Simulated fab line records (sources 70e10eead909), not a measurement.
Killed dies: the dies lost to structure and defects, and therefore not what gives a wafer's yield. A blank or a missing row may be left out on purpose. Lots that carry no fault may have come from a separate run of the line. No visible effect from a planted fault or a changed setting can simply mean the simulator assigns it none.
Chamber matching -- flow nandHarc -- NHARC_A_CONTACT_ETCH_88 on rieDiel-09 has 4 sister chambers
The step etches the open film in CF4, target depth 39 nm, time 65 s. 16 wafers are shown with their chamber, then 8 later ones without.

## WAFERS WITH THEIR CHAMBER
wafer,chamber,drypumpMotorCurrentA (A),showerheadPlenumPTorr (Torr),rfVppV (V)
L074.1,2,5.6,1.81,152.3
L074.2,1,5.0,1.66,150.8
L074.6,1,5.0,1.66,150.6
L077.1,0,6.3,1.80,153.0
L077.2,3,5.6,1.84,151.5
L077.3,2,5.6,1.81,152.3
L077.4,1,5.0,1.65,149.5
L077.5,0,6.4,1.80,150.7
L077.6,3,5.6,1.84,151.5
L080.1,1,5.0,1.65,149.3
L080.4,0,6.4,1.80,151.6
L080.5,2,5.6,1.81,151.0
L084.2,3,5.6,1.84,152.4
L084.4,0,6.4,1.79,151.6
L084.5,3,5.6,1.84,153.0
L086.2,2,5.6,1.80,151.7

SIGNATURES (averages over the wafers above)
reading,chamber 0,chamber 1,chamber 2,chamber 3,scatter within a chamber
drypumpMotorCurrentA,6.375,5.000,5.600,5.600,0.025
showerheadPlenumPTorr,1.7975,1.6550,1.8075,1.8400,0.00456
rfVppV,151.725,150.050,151.825,152.100,0.775
Rule: distance of a wafer from a chamber = root of the sum over the readings of ((wafer's reading minus chamber's mean) / reading's scatter) squared. If the next closest chamber is less than 2 further off than the closest, the wafer can't be placed; otherwise it belongs to the closest. The scatter: take each reading less its chamber's mean, square it, sum over the shown wafers, divide by the number of wafers less the number of chambers, and take the root.

## WAFERS WITH NO CHAMBER GIVEN
wafer,drypumpMotorCurrentA (A),showerheadPlenumPTorr (Torr),rfVppV (V)
L086.4,6.4,1.79,151.1
L086.5,5.0,1.65,150.5
L091.1,5.0,1.65,149.1
L091.2,5.6,1.80,150.7
L091.5,5.6,1.83,152.4
L092.1,5.0,1.64,148.1
L092.3,6.4,1.79,150.1
L092.4,5.6,1.80,151.1

## WHICH CHAMBER EACH WENT THROUGH
wafer,from the rows above,in truth
L086.4,0,0
L086.5,1,1
L091.1,1,1
L091.2,2,2
L091.5,3,3
L092.1,1,1
L092.3,0,0
L092.4,2,2
Correctly placed: 8 of 8. Not placeable from these rows: 0. 0 placed wrongly.
